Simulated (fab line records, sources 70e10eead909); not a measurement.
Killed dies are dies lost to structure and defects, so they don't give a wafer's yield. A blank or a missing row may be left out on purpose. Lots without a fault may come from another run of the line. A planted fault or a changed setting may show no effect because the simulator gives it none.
A struck lot beside a sound one | flow nand_harc | 15 steps out of a route of 1302
Sound: wafers L884.2, L884.5, L884.6. Struck: wafers L897.2, L897.5, L897.6. The cause comes at the end.
At each step with rows: each side's tool, then ch and its chambers, then its first start. Under that, the readings that differ: sound wafers | struck wafers | difference of the means | sigmas: that difference in standard deviations of wafers without a fault.
alike: readings whose means differ by less than 2 such deviations, and words and numbers that are the same on both sides. not compared: withheld readings, readings that some wafer has no value for, bounds like >300 that may hide the same value, and numbers for which the record gives no deviation and whose values overlap.
The two part at a step that has a row with sigmas, a row that says differs or no value, or rows on one side only. Numbers that don't overlap but have no deviation are shown without sigmas and don't part them. A reading that every wafer of one side lacks parts them only if that side has two wafers or more.

NHARC_P_M0_DESCUM_14: chemistry O2, time 3 s.
  sound on rie_diel-05 ch 0,1, day 8 19:33; struck on rie_diel-02 ch 0,1,2, day 14 08:56
  reading               | sound             | struck            | difference | sigmas
  oes_product_au (a.u.) | 1.019 1.020 1.018 | 0.985 1.002 0.979 | -0.030     | -2
  alike: drypump_motor_current_A, rf_vpp_V, showerhead_plenum_p_Torr, throttle_valve_pct
  not compared: rf_hours_counter_h
NHARC_P_M0_ETCH_34: etches the open film in N2/H2, target depth 40 nm, overetch 12 nm, time 43.94 s.
  sound on rie_diel-05 ch 0,1,3, day 8 19:39; struck on rie_diel-02 ch 0,2, day 14 09:07
  alike: drypump_motor_current_A, h2_flow_sccm, oes_product_au, rf_vpp_V, showerhead_plenum_p_Torr, throttle_valve_pct
  not compared: rf_hours_counter_h
then, 1 step without rows for these wafers: NHARC_P_M0_ETCH_15 (etches the open film in C4F8/Ar, target depth 150 nm, overetch 15 nm, time 82.5 s).
NHARC_P_M0_CD_MEAS_16:
  sound on cd_sem-01, day 8 19:51; struck on cd_sem-01, day 14 09:22
  alike: cd_nm
NHARC_P_M0_STRIP_18: strips in N2/H2.
  sound on rie_diel-02 ch 0,1,3, day 8 19:59; struck on rie_diel-02 ch 0,1,2, day 14 09:36
  alike: drypump_motor_current_A, h2_flow_sccm, oes_product_au, rf_vpp_V, showerhead_plenum_p_Torr, throttle_valve_pct
  not compared: rf_hours_counter_h
then, 4 steps without rows for these wafers: NHARC_P_M0_STRIP_19 (strips in post etch residue remover, time 600 s); NHARC_P_M0_DEGAS_28 (time 60 s); NHARC_P_M0_PRE_CLEAN_29 (time 30 s); NHARC_P_M0_PVD_20 (deposits TaN, target thk 5 nm, time 8.06 s).
NHARC_P_M0_PVD_21: deposits Cu, target thk 30 nm, time 20.49 s.
  sound on pvd_sputter-03; struck on pvd_sputter-02
  alike: throttle_valve_pct
then, 1 step without rows for these wafers: NHARC_P_M0_ECD_22 (material Cu, target thk 400 nm).
NHARC_P_M0_ANNEAL_30: time 90 s.
  sound on rtp_anneal-02 ch 0, day 8 21:16; struck on rtp_anneal-01 ch 0, day 14 10:58
  alike: wafer_temp_C_max
NHARC_P_M0_CMP_23: polishes, t overpolish 20 s, target thk 117.54 nm.
  sound on cmp-04 ch 2,3, day 8 21:35; struck on cmp-02 ch 0,2,3, day 14 11:20
  no value came back on the struck wafers for edge_zone_pressure_frac, motor_current_A (A), time_to_endpoint_s (s); on the sound wafers edge_zone_pressure_frac reads 1.000 0.995 1.001
NHARC_P_M0_THK_MEAS_24: measures by xrf.
  sound on film_metro-01, day 8 21:52; struck on film_metro-01, day 14 11:34
  reading     | sound             | struck            | difference | sigmas
  thk_nm (nm) | 114.1 115.6 116.0 | 396.4 401.4 404.0 | +285.4     | +99 or more
then, 1 step without rows for these wafers: NHARC_P_M0_SRD_25.

WHERE THEY PART
First at NHARC_P_M0_DESCUM_14; last, within this record, at NHARC_P_M0_THK_MEAS_24.

WHY: what the simulator had put in
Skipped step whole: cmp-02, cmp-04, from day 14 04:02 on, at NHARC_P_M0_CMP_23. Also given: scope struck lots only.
